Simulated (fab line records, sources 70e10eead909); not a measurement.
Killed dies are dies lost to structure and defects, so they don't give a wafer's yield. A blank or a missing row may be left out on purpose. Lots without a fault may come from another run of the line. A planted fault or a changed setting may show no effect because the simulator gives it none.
Problem report in the 8D (eight disciplines) form, filled by code | flow nand_harc | the parts of the form that need people (team, actions taken, sign-off) are left out

1. THE PROBLEM
killed_dies at NHARC_END_SORT_01 reads a mean of 202 on 2 wafers of 2 lots; wafers without a fault read 58 with a standard deviation of 17. That is +8.5 standard deviations from the usual mean.
First seen on wafer L956.4, day 28 15:07, on prober-02. The record holds 2 wafers of 2 lots with a number at this step. Rule for "out", or "out of limits": more than 4 standard deviations from the usual mean. The other wafers with a number count as sound.

2. WHAT IT IS AND WHAT IT IS NOT
question                    | is                           | is not
which readings at this step | killed_dies, killed_at_array | killed_at_other, killed_at_periphery, killed_open, killed_short
which lots                  | L956, L959                   | -
which wafers of those lots  | all that have a number       | -
read on which gauges        | prober-02                    | -
when                        | from day 28 15:07            | up to then (0 sound wafers)

3. SUSPECTS, AND WHAT RULES EACH OUT
Counting: a tool at a process step up to the reading stays a suspect if it ran every lot that is out and no sound lot after the first of them.
- the gauge at NHARC_END_SORT_01: ruled out. All the wafers that are out were read on prober-02, but those of them that NHARC_A_CONTACT_ETCH_50 has rows for are out there too, on other tools.
- rie_diel-12 at NHARC_A_CONTACT_DESCUM_47 (chemistry O2, time 3 s): kept. It ran every lot that is out, first L956 (day 25 14:01), and no sound lot after that.
- rie_diel-12 at NHARC_A_CONTACT_ETCH_48 (etches the open film in CF4, target depth 39 nm, time 65 s): kept. It ran every lot that is out, first L956 (day 25 14:07), and no sound lot after that.
- rie_diel-12 at NHARC_A_CONTACT_ETCH_49 (etches the open film in N2/H2, target depth 260 nm, time 475.3 s): kept. It ran every lot that is out, first L956 (day 25 14:50), and no sound lot after that. NHARC_A_CONTACT_ETCH_49 gives no start for some lots, so the hours and the order of its lots are those of NHARC_A_CONTACT_ETCH_50.
- rie_diel-12 at NHARC_A_CONTACT_ETCH_50 (etches the open film in CF4/CHF3, target depth 121 nm, time 60.5 s): kept. It ran every lot that is out, first L956 (day 25 14:50), and no sound lot after that. Its own readings are out on those wafers: oes_product_au.
- rie_diel-12 at NHARC_A_CONTACT_ETCH_51 (etches the open film in O2/COS, target depth 7000 nm, time 1820 s): kept. It ran every lot that is out, first L956 (day 28 15:07), and no sound lot after that. NHARC_A_CONTACT_ETCH_51 gives no start for some lots, so the hours and the order of its lots are those of NHARC_END_SORT_01.
Left after counting: rie_diel-12 at NHARC_A_CONTACT_DESCUM_47, rie_diel-12 at NHARC_A_CONTACT_ETCH_48, rie_diel-12 at NHARC_A_CONTACT_ETCH_49, rie_diel-12 at NHARC_A_CONTACT_ETCH_50, rie_diel-12 at NHARC_A_CONTACT_ETCH_51.

4. THE CAUSE (what the simulator had put in)
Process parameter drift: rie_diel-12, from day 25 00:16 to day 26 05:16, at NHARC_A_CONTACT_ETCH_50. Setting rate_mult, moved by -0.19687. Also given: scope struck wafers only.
Counting left 5 suspects, and this tool is among them.

5. THE CHAIN OF EFFECTS, in route order
Each row: a reading whose mean over the struck wafers that have a number lies more than 3 standard deviations from the usual. Only readings for which the record gives a usual standard deviation are gone through. hours: the time from each lot's start at the first step in this table that gives one to its start at this step, as a median over the lots. sigmas: the change in usual standard deviations.
hours | step                    | reading         | usual      | on struck wafers | change | sigmas
0     | NHARC_A_CONTACT_ETCH_50 | oes_product_au  | 0.949 a.u. | 0.840            | -0.109 | -4.4
73    | NHARC_END_SORT_01       | killed_at_array | 52         | 196              | +144   | +8.4
73    | NHARC_END_SORT_01       | killed_dies     | 58         | 202              | +144   | +8.5
The process steps in it:
- NHARC_A_CONTACT_ETCH_50: etches the open film in CF4/CHF3, target depth 121 nm, time 60.5 s.

6. WHAT WOULD HAVE CAUGHT IT SOONER
In this record the first reading out of limits at a measuring or inspecting step was taken at day 28 15:07, 87 hours after the fault began at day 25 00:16.
The tool's own readings at NHARC_A_CONTACT_ETCH_50 were out on every struck wafer that the step has a row for (oes_product_au): an alarm limit on them would have fired on the first of those.
All the lots that are out (2) had begun NHARC_A_CONTACT_ETCH_50 on rie_diel-12 by day 28 15:07. A hold on the tool at that time would have spared none of them.
